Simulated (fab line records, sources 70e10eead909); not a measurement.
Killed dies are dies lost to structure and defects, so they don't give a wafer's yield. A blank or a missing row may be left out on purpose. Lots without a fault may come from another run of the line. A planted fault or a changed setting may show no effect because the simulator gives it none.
Which tool did it? | flow nand_harc | 14 lots, 42 wafers sampled, at 2 steps of a route of 1302

WHAT THE GAUGES READ, wafer by wafer
NHARC_A_SGD_CUT_INSPECT_11.
lot  | measured     | on                | raw_defect_count
L273 | day 19 20:38 | defect_inspect-02 | 106 122 91
L274 | day 20 07:19 | defect_inspect-01 | 20 19 20
L277 | day 21 08:49 | defect_inspect-01 | 14 26 20
L276 | day 21 09:26 | defect_inspect-02 | 99 109 106
L283 | day 23 09:43 | defect_inspect-01 | 59 64 60
L286 | day 24 20:09 | defect_inspect-02 | 65 49 59
L285 | day 25 14:09 | defect_inspect-01 | 36 39 37
L287 | day 26 04:32 | defect_inspect-01 | 11 17 11
L289 | day 26 16:46 | defect_inspect-02 | 79 85 94
L288 | day 26 17:43 | defect_inspect-02 | 13 21 18
L291 | day 27 03:02 | defect_inspect-01 | 29 23 25
L292 | day 27 13:22 | defect_inspect-01 | 24 22 19
L293 | day 28 10:26 | defect_inspect-01 | 16 28 31
L294 | day 28 18:09 | defect_inspect-02 | 25 24 34

NHARC_A_SGD_CUT_THK_MEAS_22: measures by ellipsometry.
lot  | measured     | on            | thk_nm (nm)
L273 | day 20 03:23 | film_metro-01 | 145.3 146.7 146.5
L274 | day 20 15:23 | film_metro-01 | 148.5 150.1 147.1
L277 | day 21 14:57 | film_metro-02 | 146.9 147.3 150.1
L276 | day 21 14:57 | film_metro-01 | 147.6 147.7 146.6
L283 | day 23 15:56 | film_metro-02 | 146.5 143.9 146.0
L286 | day 25 01:47 | film_metro-02 | 148.9 145.5 147.6
L285 | day 25 20:22 | film_metro-02 | 147.8 148.5 147.2
L287 | day 26 12:19 | film_metro-02 | 149.6 149.3 147.3
L289 | day 27 00:45 | film_metro-01 | 148.5 148.1 149.9
L288 | day 27 00:45 | film_metro-02 | 148.7 147.0 147.3
L291 | day 27 08:55 | film_metro-01 | 147.6 149.0 150.4
L292 | day 27 19:29 | film_metro-01 | 148.6 148.3 148.7
L293 | day 28 17:55 | film_metro-01 | 147.8 147.7 147.7
L294 | day 29 00:53 | film_metro-01 | 147.8 146.9 148.4

WHICH TOOL RAN EACH LOT (tool, then ch and the chambers of the sampled wafers, then the start)
The record holds no process step before these readings.

WHAT THE TOOLS THEMSELVES READ (means of the sampled wafers that have a number; where no wafer has one, the mark that the record gives instead)
The record holds no such reading with a usual standard deviation.

THE ANSWER, worked out from the rows above alone
Rule: what is usual is taken from the lots themselves. Put in order of their means at a reading, lots are off if they are a third of the lots or fewer, leave a main group of 4 or more, and stand apart from it by a gap of 3 or more times the standard deviation of the main group's means; of several such gaps the widest counts. A main group whose means are all the same, to the digits that the tables above print for the reading, isn't used. A lot without any number at a reading at which 4 lots or more have one is off too. The other lots that the step has rows for count as sound. The gauges are gone through in route order, then the tools' own readings, and for those a lot's mean is taken as printed above. The first step at which some lot is off is used, and at that step the reading that is off furthest; a lot without a number counts as furthest.
No lot is off at any reading shown: from this, nothing can be told.

WHAT THE SIMULATOR HAD PUT IN
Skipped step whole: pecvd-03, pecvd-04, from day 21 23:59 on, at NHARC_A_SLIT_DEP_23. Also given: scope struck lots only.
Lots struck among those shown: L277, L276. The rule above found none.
